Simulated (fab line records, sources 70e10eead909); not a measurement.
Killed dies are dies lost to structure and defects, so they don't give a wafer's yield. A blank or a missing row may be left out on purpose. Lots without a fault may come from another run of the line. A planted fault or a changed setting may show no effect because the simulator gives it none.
fab line records | flow nand_harc
record lots=24 wafers=72 last_day=24
route steps=1159 shown A_WL_FILL@815 A_CONTACT@862
lots that met no fault: from a run of the same line without faults
start_h: hours from the record's first day to the start of the lot's first wafer shown | wait_h: hours since the lot's step before | " the same as in the row above | L1.1+2: a row that stands for several wafers | - no value, or no start given | * or withheld: withheld | < > ~ a bound
route shown NAME@n: a module of which the file shows steps, and the number in the route of the first | usual: mean/standard deviation of fault-free wafers | same: alike in all rows | chamber/n: place in a boat | sites: the reading at each site | _std_site: their standard deviation | _edge_site: outer sites' mean less inner sites' | radius_mm: how far each site lies from the wafer's centre | mask NAME#n: copy n | behind: the tool/chamber that last shaped the wafer | hold: why the lot was held/for how many hours/how that ended | device: the transistor (n, p or np) that didn't switch | end of line: the same wafers' tests at the end of the route | a step without rows: its recipe alone | killed: dies lost to structure and defects at the first sort, not the wafer's yield | map: a wafer's dies, x killed, . not, _ none there
set.NAME: the setting as run; set.NAME@STEP: as run at that earlier step | model.NAME: the simulator's own value behind a step, which no gauge read
steps of the route over a sample of lots; a table a step, a row a wafer
services: from which hour (start_h, from the record's first day; less than 0 if before it) a tool's chamber was out of use, for how many hours, and why
## steps
# step NHARC_A_WL_FILL_ETCHBACK_05
# recipe target_depth_a=220 time_s=60 temp_c=40 chemistry=Cl2/BCl3
# usual drypump_motor_current_A=5.6/0.45 oes_product_au=1.001/0.0083
# columns lot.wafer tool chamber start_h wait_h drypump_motor_current_A oes_product_au rf_hours_counter_h
L078.1 rie_metal-03 1 346.10 0.2 6.2 0.996 1.5
L078.3 " 0 " " 5.0 0.990 -
L078.4 " 1 " " 6.2 0.994 -
L076.2 rie_metal-02 0 346.99 0.2 5.5 1.008 3.0
L076.1 " 1 " " 5.9 0.989 3.0
L076.6 " 0 " " 5.5 1.017 -
L075.1 rie_metal-01 1 348.92 0.2 6.2 0.991 0.6
L075.4 " 1 " " 6.2 0.995 -
L075.3 " 0 " " 5.2 1.007 -
L079.1 rie_metal-03 1 351.78 0.2 6.2 0.995 1.7
L079.3 " 0 " " 5.0 1.000 -
L079.4 " 1 " " 6.2 0.989 -
L074.2 rie_metal-02 1 352.04 0.2 5.9 0.995 3.3
L074.1 " 0 " " 5.5 1.010 3.3
L074.5 " 1 " " 5.9 1.003 -
L077.2 rie_metal-03 1 354.53 0.2 6.2 0.994 1.9
L077.3 " 1 " " 6.2 0.987 -
L077.4 " 0 " " 5.0 1.002 -
L080.3 rie_metal-01 1 373.81 0.1 6.2 0.990 -
L080.4 " 0 " " 5.3 1.009 -
L080.6 " 1 " " 6.2 0.989 -
L083.1 rie_metal-02 1 385.31 0.2 6.0 0.987 4.6
L083.2 " 0 " " 5.5 0.993 4.6
L083.6 " 0 " " 5.5 1.004 -
L082.1 rie_metal-01 1 388.17 0.2 6.2 0.986 2.0
L082.2 " 0 " " 5.2 1.007 1.6
L082.5 " 1 " " 6.2 0.992 -
L084.1 rie_metal-01 0 397.86 0.4 5.2 0.998 2.0
L084.3 " 0 " " 5.2 1.002 -
L084.4 " 0 " " 5.3 0.997 -
L081.1 rie_metal-02 1 397.93 0.2 6.0 1.004 0.1
L081.2 " 0 " " 5.5 1.008 0.1
L081.6 " 1 " " 5.9 1.002 -
L085.1 rie_metal-01 0 408.35 0.4 5.2 1.002 2.4
L085.2 " 0 " " 5.2 0.990 -
L085.3 " 0 " " 5.3 1.000 -
L089.2 rie_metal-02 1 409.91 0.2 5.9 1.007 0.7
L089.4 " 1 " " 5.9 0.997 -
L089.6 " 1 " " 6.0 1.016 -
L087.2 rie_metal-02 0 421.69 0.2 5.5 0.999 0.9
L087.4 " 0 " " 5.4 1.003 -
L087.5 " 1 " " 5.9 1.008 -
L086.1 rie_metal-03 0 421.73 0.2 5.0 1.009 3.9
L086.3 " 0 " " 5.1 1.002 -
L086.6 " 1 " " 6.2 0.993 -
L090.3 rie_metal-03 0 432.87 0.2 5.0 0.996 -
L090.6 " 0 " " 5.0 0.998 -
L090.5 " 1 " " 6.2 0.978 -
L088.1 rie_metal-01 0 433.11 0.4 5.3 1.009 3.5
L088.2 " 0 " " 5.3 0.992 -
L088.5 " 0 " " 5.3 1.003 -
L092.4 rie_metal-02 0 438.87 0.2 5.5 1.001 -
L092.5 " 0 " " 5.5 1.009 -
L092.6 " 1 " " 6.0 1.004 -
L091.1 rie_metal-03 0 439.05 0.2 5.0 0.998 4.4
L091.3 " 0 " " 5.0 1.003 -
L091.4 " 1 " " 6.2 0.990 -
L094.2 rie_metal-03 0 452.38 0.2 5.0 0.993 4.9
L094.1 " 1 " " 6.2 0.997 4.9
L094.6 " 0 " " 5.0 1.007 -
L093.3 rie_metal-01 1 452.80 0.1 6.2 0.995 -
L093.4 " 0 " " 5.2 1.003 -
L093.6 " 0 " " 5.3 1.003 -
L095.1 rie_metal-02 0 467.24 0.2 5.5 1.005 2.4
L095.4 " 0 " " 5.5 1.008 -
L095.6 " 1 " " 5.9 1.013 -
L097.2 rie_metal-03 1 467.63 0.2 6.2 0.998 0.2
L097.4 " 1 " " 6.2 1.002 -
L097.6 " 1 " " 6.2 1.008 -
L096.2 rie_metal-01 1 470.06 0.2 6.2 0.995 3.0
L096.3 " 0 " " 5.3 1.010 -
L096.6 " 0 " " 5.2 1.008 -
# step NHARC_A_WL_FILL_CMP_12
# recipe t_overpolish_s=30 target_thk_nm=75
# usual motor_current_A=12.0/1.4 overpolish_run_s=30.000/0.009 retaining_ring_pressure_frac=1.000/0.0049 slurry_filter_dp_kPa=13.49/0.14 time_to_endpoint_s=15.0/2.5
# columns lot.wafer tool chamber start_h wait_h motor_current_A overpolish_run_s retaining_ring_pressure_frac slurry_filter_dp_kPa time_to_endpoint_s
L078.3 cmp-04 0 364.92 2.2 10.1 29.985 0.999 13.40 17.3
L078.4 " 2 " " 9.7 30.012 1.005 13.31 14.1
L078.1 " 3 " " 13.2 30.018 0.999 13.24 17.4
L079.4 cmp-02 2 370.93 2.2 12.2 29.995 1.004 13.45 15.4
L079.1 " 3 " " 11.4 29.995 1.011 13.61 17.9
L079.3 " 0 " " 14.8 29.999 1.006 13.47 15.8
L076.1 cmp-04 3 371.02 3.7 12.6 30.005 1.006 13.37 17.3
L076.2 " 0 " " 9.9 29.983 1.009 13.27 17.4
L076.6 " 3 " " 12.1 30.003 1.003 13.61 17.2
L075.3 cmp-03 1 375.22 2.9 11.1 30.002 0.996 13.47 13.7
L075.1 " 2 " " 12.0 30.012 1.000 13.59 13.9
L075.4 " 3 " " 11.7 29.990 1.003 13.61 10.1
L077.2 cmp-03 1 378.93 4.3 11.4 30.000 1.001 13.73 13.9
L077.3 " 2 " " 11.8 29.996 1.009 13.41 15.9
L077.4 " 0 " " 12.0 30.012 0.999 13.35 15.5
L074.1 cmp-03 3 379.48 4.3 11.3 29.988 0.992 13.63 8.9
L074.2 " 1 " " 11.2 30.005 1.006 13.53 13.8
L074.5 " 2 " " 11.9 30.004 1.005 13.37 12.1
L080.4 cmp-02 3 395.09 2.2 11.3 29.999 0.993 13.56 19.7
L080.3 " 1 " " 13.4 29.999 0.991 13.56 17.3
L080.6 " 0 " " 15.5 29.993 0.996 13.88 18.6
L083.2 cmp-03 2 407.08 4.3 12.3 30.003 1.000 13.54 15.0
L083.1 " 3 " " 11.8 29.984 0.997 13.62 12.4
L083.6 " 2 " " 12.6 30.003 0.997 13.59 17.9
L082.1 cmp-04 2 412.49 4.4 9.9 30.001 1.006 13.36 12.2
L082.2 " 3 " " 12.5 30.010 0.995 13.63 13.8
L082.5 " 2 " " 9.0 30.011 1.001 13.59 10.9
L084.1 cmp-04 0 418.85 4.3 10.4 30.006 1.008 13.46 18.3
L084.3 " 1 " " 13.1 30.004 0.997 13.49 14.5
L084.4 " 3 " " 13.1 30.003 0.992 13.52 17.2
L081.1 cmp-03 3 418.93 4.4 11.4 30.003 1.000 13.51 10.4
L081.2 " 1 " " 11.3 30.014 0.999 13.36 10.6
L081.6 " 2 " " 12.2 30.005 1.000 13.31 15.9
L085.2 cmp-03 0 429.56 4.4 12.3 30.001 0.994 13.29 13.9
L085.1 " 1 " " 10.7 30.006 1.007 13.43 13.7
L085.3 " 2 " " 12.4 30.011 1.000 13.40 14.8
L089.2 cmp-03 0 429.74 4.5 11.6 29.997 1.001 13.56 14.4
L089.4 " 1 " " 11.5 30.009 0.997 13.53 12.5
L089.6 " 3 " " 11.8 30.005 1.000 13.44 14.8
L087.4 cmp-03 1 444.98 2.9 10.7 29.997 0.996 13.54 14.0
L087.2 " 2 " " 12.2 29.981 1.003 13.37 17.5
L087.5 " 2 " " 12.0 30.004 1.005 13.63 13.1
L086.1 cmp-04 1 445.01 4.3 13.1 30.004 1.005 13.67 15.6
L086.3 " 3 " " 12.6 29.998 1.001 13.43 17.9
L086.6 " 2 " " 9.9 30.000 1.003 13.56 13.5
L088.1 cmp-02 2 456.72 3.6 12.0 30.015 1.003 13.62 11.1
L088.2 " 3 " " 11.0 29.996 1.004 13.36 19.1
L088.5 " 1 " " 13.8 29.987 1.002 13.68 13.0
L090.3 cmp-04 3 457.10 2.2 12.5 30.001 1.000 13.42 18.3
L090.5 " 3 " " 12.1 30.003 1.009 13.49 17.2
L090.6 " 0 " " 10.6 30.005 0.999 13.59 20.3
L091.3 cmp-04 2 462.29 2.9 9.9 29.989 0.996 13.52 15.7
L091.1 " 3 " " 12.5 29.998 0.998 13.50 18.1
L091.4 " 0 " " 10.5 29.987 0.997 13.71 19.4
L092.4 cmp-02 3 462.75 2.3 11.1 30.003 1.004 13.27 14.1
L092.6 " 0 " " 15.1 29.986 0.999 13.52 13.0
L092.5 " 1 " " 13.5 30.002 0.996 13.40 15.3
L094.1 cmp-04 1 473.86 3.7 13.5 29.990 1.002 13.42 14.0
L094.2 " 2 " " 9.8 29.983 0.993 13.28 13.6
L094.6 " 0 " " 9.6 30.002 1.012 13.47 17.1
L093.3 cmp-04 0 474.33 2.9 10.5 30.008 1.001 13.44 19.5
L093.4 " 2 " " 9.9 30.001 1.000 13.24 15.0
L093.6 " 1 " " 13.0 29.997 0.999 13.63 17.4
L097.2 cmp-02 0 492.95 3.6 15.2 30.009 1.004 13.69 14.2
L097.4 " 3 " " 11.2 29.993 0.998 13.53 13.9
L097.6 " 0 " " 14.8 29.998 1.009 13.56 13.1
L095.4 cmp-03 2 493.58 2.9 12.2 30.016 0.993 13.32 15.8
L095.1 " 1 " " 10.8 29.989 1.008 13.40 15.4
L095.6 " 2 " " 12.4 30.025 0.997 13.53 17.1
L096.3 cmp-03 3 497.94 2.2 11.6 30.001 1.001 13.71 13.9
L096.2 " 2 " " 12.6 30.000 0.999 13.46 17.9
L096.6 " 0 " " 12.3 29.999 0.996 13.39 17.5
# step NHARC_A_CONTACT_ETCH_111
# recipe source_w=withheld pressure_mtorr=20 bias_v=withheld time_s=140 target_depth_a=7000 ar_flow_sccm=withheld c4f8_flow_sccm=withheld o2_flow_sccm=withheld chemistry=C4F8/O2/Ar
# columns lot.wafer tool chamber start_h wait_h rf_hours_counter_h
L078.1 har_cap_etch-01 1 376.75 - 54
L078.3 " 1 " " -
L078.4 " 0 " " -
L079.1 har_cap_etch-01 1 380.86 - 55
L079.3 " 0 " " -
L079.4 " 1 " " -
L076.2 har_cap_etch-03 1 381.65 - 81
L076.1 " 0 " " 81
L076.6 " 1 " " -
L075.1 har_cap_etch-01 1 383.61 - 56
L075.4 " 0 " " -
L075.3 " 1 " " -
L074.1 har_cap_etch-03 0 387.49 - 83
L074.2 " 1 " " 83
L074.5 " 1 " " -
L077.2 har_cap_etch-01 0 388.00 - 57
L077.4 " 1 " " -
L077.3 " 0 " " -
L080.4 har_cap_etch-01 1 402.71 - -
L080.3 " 0 " " -
L080.6 " 1 " " -
L083.1 har_cap_etch-03 1 412.70 - 89
L083.2 " 0 " " 89
L083.6 " 0 " " -
L082.2 har_cap_etch-01 1 420.10 - 64
L082.1 " 0 " " 64
L082.5 " 1 " " -
L084.1 har_cap_etch-02 0 425.61 - 18
L084.3 " 0 " " -
L084.4 " 1 " " -
L081.2 har_cap_etch-01 0 427.00 - 66
L081.1 " 1 " " 66
L081.6 " 1 " " -
L085.1 har_cap_etch-01 1 435.15 - 68
L085.2 " 0 " " 68
L085.3 " 1 " " -
L089.2 har_cap_etch-02 0 436.04 - 20
L089.4 " 1 " " -
L089.6 " 1 " " -
L087.2 har_cap_etch-03 1 451.97 - 96
L087.4 " 0 " " -
L087.5 " 1 " " -
L086.1 har_cap_etch-01 0 452.42 - 71
L086.3 " 1 " " -
L086.6 " 0 " " -
L088.1 har_cap_etch-01 1 462.31 - 72
L088.2 " 0 " " 72
L088.5 " 1 " " -
L090.3 har_cap_etch-02 0 463.50 - -
L090.5 " 1 " " -
L090.6 " 0 " " -
L091.1 har_cap_etch-01 1 469.28 - 73
L091.3 " 0 " " -
L091.4 " 1 " " -
L092.4 har_cap_etch-02 0 470.15 - -
L092.6 " 0 " " -
L092.5 " 1 " " -
L094.1 har_cap_etch-02 0 479.51 - 29
L094.2 " 1 " " 29
L094.6 " 1 " " -
L093.4 har_cap_etch-03 1 480.09 - -
L093.3 " 0 " " -
L093.6 " 1 " " -
L097.2 har_cap_etch-01 0 498.64 - 79
L097.4 " 0 " " -
L097.6 " 0 " " -
L095.1 har_cap_etch-03 0 499.62 - 105
L095.4 " 1 " " -
L095.6 " 0 " " -
L096.2 har_cap_etch-02 0 503.84 - 33
L096.3 " 1 " " -
L096.6 " 1 " " -
# step NHARC_A_CONTACT_ETCH_121
# recipe source_w=withheld pressure_mtorr=20 bias_v=3000 time_s=94 target_depth_a=9220 ar_flow_sccm=withheld c4f8_flow_sccm=withheld o2_flow_sccm=withheld chemistry=C4F8/O2/Ar
# columns lot.wafer tool chamber start_h wait_h rf_hours_counter_h
L078.1 har_cap_etch-01 1 377.77 0.1 54
L078.3 " 1 " " -
L078.4 " 0 " " -
L079.1 har_cap_etch-01 1 381.86 0.1 56
L079.3 " 0 " " -
L079.4 " 1 " " -
L076.2 har_cap_etch-03 1 382.67 0.1 82
L076.1 " 0 " " 82
L076.6 " 1 " " -
L075.1 har_cap_etch-01 1 384.60 0.1 57
L075.4 " 0 " " -
L075.3 " 1 " " -
L074.1 har_cap_etch-03 0 388.51 0.1 83
L074.2 " 1 " " 83
L074.5 " 1 " " -
L077.2 har_cap_etch-01 0 389.00 0.1 58
L077.4 " 1 " " -
L077.3 " 0 " " -
L080.4 har_cap_etch-01 1 403.69 0.1 -
L080.3 " 0 " " -
L080.6 " 1 " " -
L083.1 har_cap_etch-03 1 413.72 0.1 90
L083.2 " 0 " " 90
L083.6 " 0 " " -
L082.2 har_cap_etch-01 1 421.11 0.1 65
L082.1 " 0 " " 65
L082.5 " 1 " " -
L084.1 har_cap_etch-02 0 426.62 0.1 18
L084.3 " 0 " " -
L084.4 " 1 " " -
L081.2 har_cap_etch-01 0 428.02 0.1 66
L081.1 " 1 " " 66
L081.6 " 1 " " -
L085.1 har_cap_etch-01 1 436.16 0.1 69
L085.2 " 0 " " 69
L085.3 " 1 " " -
L089.2 har_cap_etch-02 0 437.04 0.1 21
L089.4 " 1 " " -
L089.6 " 1 " " -
L087.2 har_cap_etch-03 1 452.99 0.1 97
L087.4 " 0 " " -
L087.5 " 1 " " -
L086.1 har_cap_etch-01 0 453.45 0.1 72
L086.3 " 1 " " -
L086.6 " 0 " " -
L088.1 har_cap_etch-01 1 463.33 0.1 73
L088.2 " 0 " " 73
L088.5 " 1 " " -
L090.3 har_cap_etch-02 0 464.58 0.1 -
L090.5 " 1 " " -
L090.6 " 0 " " -
L091.1 har_cap_etch-01 1 470.28 0.1 74
L091.3 " 0 " " -
L091.4 " 1 " " -
L092.4 har_cap_etch-02 0 471.14 0.1 -
L092.6 " 0 " " -
L092.5 " 1 " " -
L094.1 har_cap_etch-02 0 480.52 0.1 29
L094.2 " 1 " " 29
L094.6 " 1 " " -
L093.4 har_cap_etch-03 1 481.08 0.1 -
L093.3 " 0 " " -
L093.6 " 1 " " -
L097.2 har_cap_etch-01 0 499.64 0.1 79
L097.4 " 0 " " -
L097.6 " 0 " " -
L095.1 har_cap_etch-03 0 500.62 0.1 106
L095.4 " 1 " " -
L095.6 " 0 " " -
L096.2 har_cap_etch-02 0 504.85 0.1 33
L096.3 " 1 " " -
L096.6 " 1 " " -
# step NHARC_A_CONTACT_ETCH_96
# recipe target_depth_a=200 over_etch_frac=0.5 time_s=10 ion_energy_ev=250 c4f6_flow_sccm=25 o2_flow_sccm=20 ar_flow_sccm=500 rf_w=600 bias_w=500 chemistry=C4F6/O2
# usual bias_w=499.8/1.5 drypump_motor_current_A=5.92/0.28 mfc_ar_sccm=500.0/1.6 oes_product_au=0.979/0.026 rf_vpp_V=546/4 showerhead_plenum_p_Torr=3.91/0.19 throttle_valve_pct=26.902/0.0081
# columns lot.wafer tool chamber start_h wait_h bias_w drypump_motor_current_A mfc_ar_sccm oes_product_au rf_hours_counter_h rf_vpp_V showerhead_plenum_p_Torr throttle_valve_pct
L078.1 rie_diel-01 3 - - 498.4 5.24 502.9 0.998 18 541 3.66 26.905
L078.4 " 0 " " 500.7 6.08 498.3 0.988 19 549 4.00 26.905
L078.3 " 2 " " 499.6 6.19 499.9 0.999 19 543 3.75 26.910
L079.3 rie_diel-07 1 - - 500.9 5.67 499.6 0.952 27 552 4.17 26.913
L079.4 " 2 " " 495.9 5.92 502.5 0.953 27 544 3.74 26.894
L079.1 " 3 " " 498.6 5.74 500.8 0.935 26 544 3.74 26.907
L076.1 rie_diel-07 1 - - 497.4 5.66 502.0 0.999 28 553 4.17 26.890
L076.2 " 3 " " 499.2 5.73 503.2 0.991 27 543 3.74 26.908
L076.6 " 0 " " 500.0 5.96 498.3 0.990 - 549 3.98 26.910
L075.3 rie_diel-01 3 - - 498.8 5.23 503.1 1.012 22 541 3.66 26.900
L075.4 " 1 " " 500.0 5.84 501.0 1.010 23 545 3.79 26.908
L075.1 " 2 " " 501.6 6.18 499.4 0.990 21 543 3.75 26.903
L074.2 rie_diel-03 0 389.66 0.3 499.5 5.85 501.5 0.963 67 546 3.87 26.905
L074.1 " 3 " " 498.2 6.17 500.6 0.975 69 545 3.87 26.899
L074.5 " 3 " " 497.4 6.16 502.8 0.970 - 545 3.87 26.897
L077.2 rie_diel-03 3 390.03 0.2 502.3 6.17 499.2 0.973 69 546 3.87 26.891
L077.3 " 0 " " 500.0 5.86 496.5 0.967 67 545 3.87 26.898
L077.4 " 0 " " 498.7 5.84 500.2 0.958 - 547 3.87 26.923
L080.4 rie_diel-01 2 - - 500.8 6.20 499.6 0.990 29 543 3.74 26.900
L080.3 " 3 " " 501.0 5.23 499.3 0.995 29 540 3.65 26.901
L080.6 " 0 " " 500.4 6.09 501.5 0.979 - 549 4.00 26.915
L083.2 rie_diel-03 2 - - 498.4 6.29 497.2 0.959 5 553 4.22 26.901
L083.1 " 1 " " 500.3 6.08 497.8 0.962 5 553 4.22 26.914
L083.6 " 2 " " 497.9 6.32 500.0 0.975 - 553 4.22 26.912
L082.2 rie_diel-07 3 - - 499.1 5.71 501.2 0.927 1 544 3.74 26.907
L082.1 " 0 " " 499.1 5.99 501.2 0.929 1 547 3.97 26.889
L082.5 " 0 " " 499.6 5.94 501.6 0.940 - 548 3.97 26.910
L084.3 rie_diel-03 3 - - 498.6 6.17 498.6 0.991 11 543 3.87 26.910
L084.1 " 0 " " 501.3 5.86 499.8 0.990 11 546 3.86 26.906
L084.4 " 1 " " 499.5 6.10 502.7 0.973 9 553 4.22 26.896
L081.2 rie_diel-07 3 - - 498.1 5.74 500.5 0.995 3 543 3.74 26.914
L081.1 " 2 " " 498.2 5.95 500.8 1.010 2 543 3.74 26.896
L081.6 " 3 " " 498.4 5.73 498.4 0.994 - 543 3.74 26.895
L085.2 rie_diel-07 2 - - 500.7 5.95 498.5 1.017 5 543 3.73 26.899
L085.3 " 3 " " 497.9 5.74 502.0 1.001 5 544 3.74 26.909
L085.1 " 1 " " 501.2 5.66 502.0 1.021 5 552 4.16 26.904
L089.4 rie_diel-01 3 - - 500.1 5.22 497.3 0.962 40 539 3.65 26.907
L089.2 " 1 " " 501.7 5.85 500.6 0.940 41 544 3.78 26.887
L089.6 " 0 " " 502.9 6.09 498.9 0.937 - 549 3.99 26.904
L087.2 rie_diel-07 0 453.93 0.1 496.7 5.96 500.0 1.007 8 547 3.97 26.905
L087.4 " 3 " " 502.5 5.74 500.0 1.001 - 542 3.73 26.902
L087.5 " 0 " " 495.8 5.95 501.3 0.997 - 548 3.97 26.901
L086.1 rie_diel-03 2 - - 499.7 6.32 497.4 1.005 19 552 4.22 26.898
L086.3 " 3 " " 500.9 6.17 499.7 0.999 23 545 3.86 26.898
L086.6 " 1 " " 502.9 6.10 500.6 0.992 - 553 4.22 26.910
L088.2 rie_diel-01 0 - - 499.9 6.07 501.0 0.944 51 548 3.98 26.898
L088.1 " 2 " " 500.3 6.21 501.7 0.934 49 543 3.73 26.897
L088.5 " 0 " " 501.5 6.08 500.9 0.937 - 547 3.98 26.899
L090.3 rie_diel-03 1 - - 498.2 6.10 502.1 0.962 23 551 4.21 26.893
L090.6 " 3 " " 497.8 6.18 499.7 0.965 - 547 3.86 26.912
L090.5 " 0 " " 500.0 5.85 498.0 0.961 - 545 3.85 26.904
L091.1 rie_diel-03 0 - - 499.7 5.85 499.2 0.961 29 545 3.85 26.889
L091.4 " 2 " " 501.9 6.29 501.1 0.971 23 554 4.21 26.901
L091.3 " 3 " " 497.3 6.17 501.8 0.942 31 545 3.85 26.891
L092.4 rie_diel-01 0 - - 500.6 6.08 497.8 0.963 56 549 3.98 26.893
L092.6 " 2 " " 502.8 6.20 498.5 0.951 - 541 3.73 26.889
L092.5 " 3 " " 500.5 5.23 498.7 0.968 - 541 3.64 26.908
L094.1 rie_diel-03 3 - - 500.3 6.17 504.4 0.927 34 544 3.85 26.906
L094.2 " 2 " " 498.5 6.32 501.2 0.945 26 552 4.21 26.914
L094.6 " 3 " " 501.3 6.18 500.0 0.931 - 546 3.85 26.901
L093.3 rie_diel-03 2 - - 499.7 6.25 499.2 0.998 27 553 4.21 26.892
L093.4 " 0 " " 500.8 5.86 502.5 1.000 32 545 3.85 26.897
L093.6 " 2 " " 499.3 6.30 501.3 0.996 - 550 4.21 26.905
L097.2 rie_diel-07 2 500.83 0.2 500.9 5.96 499.2 1.013 18 543 3.73 26.886
L097.4 " 2 " " 500.8 5.96 499.0 1.016 - 544 3.73 26.912
L097.6 " 2 " " 501.4 5.96 500.6 1.011 - 543 3.73 26.901
L095.1 rie_diel-07 2 501.62 0.1 499.3 5.93 502.0 1.020 18 542 3.73 26.905
L095.4 " 2 " " 501.0 5.93 499.3 1.020 - 543 3.73 26.890
L095.6 " 1 " " 500.6 5.69 499.4 1.008 - 552 4.16 26.899
L096.3 rie_diel-01 3 - - 499.8 5.26 499.2 0.978 1 552 4.23 26.898
L096.2 " 0 " " 498.7 6.08 498.4 0.984 1 547 3.98 26.885
L096.6 " 3 " " 498.8 5.22 500.6 0.980 - 553 4.23 26.896
# step NHARC_A_CONTACT_STRIP_55
# recipe o2_flow_sccm=500 ar_flow_sccm=0 bias_w=0 chemistry=O2
# usual drypump_motor_current_A=5.87/0.29 mfc_ar_sccm=0.003/0.0057 oes_product_au=1.001/0.0089 rf_vpp_V=57.6/0.91 showerhead_plenum_p_Torr=3.46/0.16 throttle_valve_pct=17.037/0.0091
# same bias_w=0
# columns lot.wafer tool chamber start_h wait_h drypump_motor_current_A mfc_ar_sccm oes_product_au rf_hours_counter_h rf_vpp_V showerhead_plenum_p_Torr throttle_valve_pct
L078.3 rie_diel-01 1 - - 5.87 0 1.007 21 57.6 3.41 17.042
L078.1 " 2 " " 6.20 0 0.981 19 58.4 3.37 17.031
L078.4 " 0 " " 6.07 0.009 0.982 19 58.2 3.60 17.032
L079.4 rie_diel-07 0 - - 5.94 0 1.001 27 58.9 3.58 17.042
L079.1 " 1 " " 5.65 0 0.993 27 58.2 3.76 17.030
L079.3 " 3 " " 5.72 0.002 0.994 26 58.4 3.36 17.033
L076.1 rie_diel-07 1 - - 5.67 0 1.003 28 58.7 3.76 17.033
L076.2 " 0 " " 5.94 0 1.002 27 57.1 3.58 17.029
L076.6 " 1 " " 5.66 0 0.995 - 57.5 3.76 17.039
L075.1 rie_diel-03 2 - - 6.32 0.025 1.013 67 55.3 3.28 17.041
L075.3 " 3 " " 6.17 0 1.004 68 57.7 3.48 17.027
L075.4 " 0 " " 5.85 0 0.996 - 57.0 3.48 17.058
L074.2 rie_diel-01 3 - - 5.24 0.004 1.006 24 57.8 3.28 17.042
L074.1 " 0 " " 6.10 0.009 0.987 24 58.1 3.60 17.023
L074.5 " 2 " " 6.21 0 0.990 - 57.6 3.36 17.039
L077.2 rie_diel-03 3 - - 6.17 0 1.010 69 57.7 3.48 17.043
L077.3 " 0 " " 5.84 0 1.002 67 57.3 3.48 17.022
L077.4 " 2 " " 6.31 0.025 1.007 - 57.0 3.27 17.021
L080.4 rie_diel-01 0 - - 6.10 0.009 0.985 30 56.7 3.60 17.040
L080.3 " 1 " " 5.87 0 1.001 30 57.0 3.40 17.026
L080.6 " 2 " " 6.19 0 0.990 - 58.3 3.36 17.026
L083.1 rie_diel-07 0 - - 5.94 0 0.998 0 58.0 3.57 17.031
L083.2 " 1 " " 5.66 0 1.009 0 59.7 3.75 17.038
L083.6 " 2 " " 5.94 0 1.013 - 58.0 3.36 17.038
L082.2 rie_diel-01 2 - - 6.20 0 1.000 34 56.4 3.36 17.032
L082.1 " 3 " " 5.24 0.004 1.002 35 57.7 3.28 17.041
L082.5 " 0 " " 6.06 0.009 0.994 - 58.0 3.59 17.047
L084.3 rie_diel-07 3 - - 5.72 0.002 0.997 2 57.0 3.36 17.030
L084.4 " 0 " " 6.01 0 0.996 3 57.9 3.57 17.036
L084.1 " 2 " " 5.94 0 1.011 2 57.3 3.36 17.027
L081.2 rie_diel-07 1 - - 5.67 0 1.004 2 59.7 3.75 17.042
L081.1 " 2 " " 5.95 0 1.007 2 57.6 3.36 17.051
L081.6 " 2 " " 5.97 0 1.011 - 56.8 3.36 17.034
L085.3 rie_diel-07 3 - - 5.72 0.002 1.001 5 58.0 3.36 17.034
L085.2 " 0 " " 5.94 0 1.011 5 58.8 3.57 17.022
L085.1 " 1 " " 5.68 0 1.003 5 59.4 3.75 17.040
L089.2 rie_diel-01 2 - - 6.19 0 0.999 39 56.2 3.36 17.031
L089.4 " 3 " " 5.24 0.004 0.999 40 57.6 3.27 17.023
L089.6 " 3 " " 5.24 0.004 0.998 - 57.4 3.27 17.053
L087.2 rie_diel-07 2 - - 5.94 0 1.011 9 58.2 3.35 17.029
L087.5 " 3 " " 5.72 0.002 0.995 - 59.1 3.35 17.036
L087.4 " 0 " " 5.96 0 1.008 - 57.5 3.57 17.050
L086.1 rie_diel-03 3 - - 6.18 0 1.001 23 57.5 3.47 17.032
L086.3 " 1 " " 6.10 0 0.991 18 59.6 3.80 17.040
L086.6 " 3 " " 6.17 0 1.007 - 57.1 3.47 17.034
L088.2 rie_diel-01 3 - - 5.22 0.004 1.012 49 56.4 3.27 17.037
L088.1 " 0 " " 6.08 0.009 1.001 52 58.3 3.58 17.033
L088.5 " 2 " " 6.20 0 0.996 - 57.5 3.35 17.026
L090.3 rie_diel-07 0 - - 5.94 0 1.003 9 58.1 3.57 17.025
L090.5 " 2 " " 5.95 0 1.006 - 56.7 3.35 17.044
L090.6 " 3 " " 5.78 0.002 0.992 - 57.1 3.35 17.050
L091.4 rie_diel-07 1 - - 5.66 0 1.013 9 59.4 3.75 17.030
L091.1 " 2 " " 5.91 0 1.008 12 57.2 3.35 17.050
L091.3 " 0 " " 5.97 0 1.011 11 56.6 3.57 17.028
L092.4 rie_diel-01 3 - - 5.22 0.004 1.006 53 57.5 3.27 17.031
L092.6 " 2 " " 6.17 0 0.994 - 56.2 3.35 17.042
L092.5 " 3 " " 5.23 0.004 1.007 - 57.4 3.27 17.045
L094.1 rie_diel-07 3 - - 5.72 0.002 0.995 13 57.9 3.35 17.037
L094.2 " 0 " " 5.95 0 1.004 13 57.6 3.57 17.041
L094.6 " 2 " " 5.92 0 1.017 - 56.9 3.35 17.039
L093.3 rie_diel-01 1 - - 5.85 0 1.013 63 57.4 3.38 17.026
L093.6 " 1 " " 5.86 0 1.006 - 58.1 3.38 17.040
L093.4 " 3 " " 5.24 0.004 1.004 - 59.1 3.26 17.049
L097.2 rie_diel-01 1 - - 5.86 0 1.004 0 57.0 3.38 17.012
L097.4 " 3 " " 5.24 0.004 0.987 0 59.4 3.81 17.041
L097.6 " 1 " " 5.83 0 0.991 - 58.2 3.38 17.051
L095.1 rie_diel-07 3 - - 5.72 0.002 1.002 14 56.9 3.35 17.017
L095.4 " 2 " " 5.93 0 1.015 - 56.8 3.35 17.040
L095.6 " 3 " " 5.71 0.002 0.997 - 58.8 3.35 17.027
L096.2 rie_diel-03 0 - - 5.84 0 0.999 40 58.3 3.46 17.034
L096.3 " 2 " " 6.28 0.025 1.028 35 59.5 3.79 17.041
L096.6 " 0 " " 5.85 0 1.009 - 57.1 3.46 17.044
## services
# columns tool chamber start_h hours kind
rie_metal-01 - 332.00 9.0 pm
cmp-04 - 337.27 0.8 repair
rie_diel-01 0 337.73 3.3 repair
rie_diel-03 2 343.78 5.5 repair
cmp-03 - 354.41 4.0 pm
rie_metal-03 - 385.39 0.6 repair
rie_metal-02 - 388.00 9.0 pm
rie_diel-01 1 390.82 1.7 repair
rie_diel-03 3 392.04 7.1 repair
rie_diel-03 - 392.31 9.0 pm
cmp-04 - 399.10 4.0 pm
rie_diel-07 - 405.54 9.0 pm
cmp-03 - 414.43 2.3 repair
rie_diel-07 1 443.78 15.8 repair
cmp-03 - 448.40 2.2 repair
cmp-03 - 452.41 4.0 pm
rie_diel-07 3 455.74 8.6 repair
rie_diel-03 2 456.52 8.6 repair
rie_diel-07 0 460.08 4.2 repair
rie_diel-01 0 480.72 6.3 repair
rie_diel-01 - 491.87 9.0 pm
rie_diel-07 0 496.93 32.6 repair
cmp-04 - 497.10 4.0 pm
har_cap_etch-01 - 504.48 0.3 repair
## key
fault none
